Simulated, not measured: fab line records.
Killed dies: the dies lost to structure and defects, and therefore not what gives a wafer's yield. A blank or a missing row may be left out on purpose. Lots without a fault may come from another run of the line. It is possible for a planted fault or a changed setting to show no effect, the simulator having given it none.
The tool behind it: which one? -- flow n5_finfet -- 24 lots (72 wafers sampled), 1 step of a 1938-step route

WHAT THE GAUGES SHOWED, per wafer
N5_MOL_CONTACT_COAG_CD_MEAS_99: the cd target is 17.2 nm.
lot,measured,on,cd_nm (nm)
L074,day 4 16:59,cd_sem-03,17.6 17.4 16.4
L075,day 4 22:31,cd_sem-01,17.8 17.4 17.5
L076,day 5 04:43,cd_sem-01,17.6 17.5 17.3
L077,day 5 13:35,cd_sem-03,17.1 16.7 17.4
L078,day 5 16:26,cd_sem-02,16.8 17.0 17.8
L079,day 6 06:13,cd_sem-03,17.1 18.1 17.7
L080,day 6 08:59,cd_sem-02,17.6 17.4 17.1
L081,day 6 12:56,cd_sem-03,17.4 17.8 17.1
L082,day 6 18:07,cd_sem-01,16.8 17.1 17.8
L083,day 7 00:44,cd_sem-03,17.3 16.9 16.9
L084,day 7 10:01,cd_sem-03,17.9 17.9 17.0
L085,day 7 10:50,cd_sem-02,17.0 17.2 17.3
L086,day 7 17:21,cd_sem-01,17.5 17.5 17.0
L087,day 7 22:29,cd_sem-01,17.3 16.7 16.9
L088,day 8 06:16,cd_sem-03,17.5 17.2 17.3
L089,day 8 13:25,cd_sem-02,17.8 17.7 17.8
L090,day 8 16:02,cd_sem-03,17.2 17.7 17.2
L091,day 9 01:47,cd_sem-03,17.6 17.8 17.6
L093,day 9 10:19,cd_sem-01,17.6 17.9 18.3
L092,day 9 15:45,cd_sem-01,17.5 17.0 17.1
L094,day 9 16:48,cd_sem-01,17.4 17.4 16.4
L095,day 10 00:31,cd_sem-02,17.4 17.0 17.8
L096,day 10 06:39,cd_sem-01,16.9 17.6 17.7
L097,day 10 10:46,cd_sem-02,17.4 17.1 17.2

WHAT TOOL EACH LOT RAN ON (gives the tool, then ch and the chambers of the sampled wafers, and finally the start)
Before these readings, the record contains no process step.

AS READ BY THE TOOLS THEMSELVES (means over the sampled wafers that have a number; for cases with no such wafer, the mark the record gives instead)
The record holds no such reading with a usual standard deviation.

THE ANSWER, worked out from the rows above alone
Rule: the usual values come from the lots themselves. Put in order of their means at a reading, lots are off if they are a third of the lots or fewer, leave a main group of 4 or more, and stand apart from it by a gap of 3 or more times the standard deviation of the main group's means; of several such gaps the widest counts. A main group whose means are all the same, to the digits that the tables above print for the reading, isn't used. Also off: a lot with no number at a reading for which 4 or more lots have one. All remaining lots with rows at the step are treated as sound. After the gauges, taken in route order, come the tools' own readings; for these a lot's mean is taken, as printed above. At the first step where some lot is off, the reading lying furthest off is the one used; lots without a number count as furthest.
Across all readings shown, no lot is off: no conclusion can be drawn from this.

WHAT THE SIMULATOR HAD PUT IN
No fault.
